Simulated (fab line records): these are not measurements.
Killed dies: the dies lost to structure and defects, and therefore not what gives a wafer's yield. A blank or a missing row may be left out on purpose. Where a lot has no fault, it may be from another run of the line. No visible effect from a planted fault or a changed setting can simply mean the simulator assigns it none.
Chamber matching	flow n5_finfet	N5_BEOL_M13_ETCH_67 on rie_diel-05: 4 sister chambers
The step etches SiARC in CF4, target depth 143 nm, time 238.3 s. 14 wafers are shown with their chamber, then 7 later ones without.

== WAFERS, EACH WITH ITS CHAMBER ==
wafer	chamber	showerhead_plenum_p_Torr (Torr)	throttle_valve_pct (%)	drypump_motor_current_A (A)
L075.2	2	1.96	15.35	6.0
L075.5	3	2.24	16.04	5.9
L075.6	1	2.03	16.11	5.5
L079.2	2	1.96	15.36	6.0
L079.4	3	2.23	16.05	5.9
L079.6	3	2.23	16.08	5.9
L083.1	1	2.03	16.12	5.4
L083.4	2	1.96	15.34	6.0
L083.5	0	2.09	15.30	5.5
L086.3	0	2.09	15.31	5.5
L086.4	0	2.09	15.30	5.5
L086.6	2	1.96	15.35	6.0
L090.2	0	2.08	15.33	5.5
L090.3	3	2.23	16.10	5.9

SIGNATURES (means of the wafers above)
reading	chamber 0	chamber 1	chamber 2	chamber 3	scatter within a chamber
showerhead_plenum_p_Torr	2.0875	2.0300	1.9600	2.2325	0.00387
throttle_valve_pct	15.3100	16.1150	15.3500	16.0675	0.0177
drypump_motor_current_A	5.500	5.450	6.000	5.900	0.0224
Rule: a wafer lies at a distance from a chamber equal to the root of the sum of squares, over the readings, of (its reading less the chamber's mean, divided by the reading's scatter). The wafer belongs to the nearest chamber; if the next one is less than 2 further off, it can't be placed. How the scatter is found: for the shown wafers, subtract from each reading the mean of its chamber, square and add these, divide the total by (wafers less chambers), then take the root.

== WAFERS WITHOUT THEIR CHAMBER ==
wafer	showerhead_plenum_p_Torr (Torr)	throttle_valve_pct (%)	drypump_motor_current_A (A)
L090.6	2.08	15.33	5.5
L095.1	2.22	16.10	6.0
L095.3	2.28	15.61	5.4
L095.6	1.95	15.40	6.0
L096.2	2.27	15.62	5.4
L096.3	1.95	15.42	6.0
L096.5	1.95	15.41	6.0

== CHAMBER TAKEN BY EACH ==
wafer	from the rows above	in truth
L090.6	0	0
L095.1	3	3
L095.3	3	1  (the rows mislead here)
L095.6	2	2
L096.2	3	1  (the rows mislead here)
L096.3	2	2
L096.5	2	2
Correctly placed: 5 of 7. Number that these rows cannot place: 0. Wrongly placed: 2.
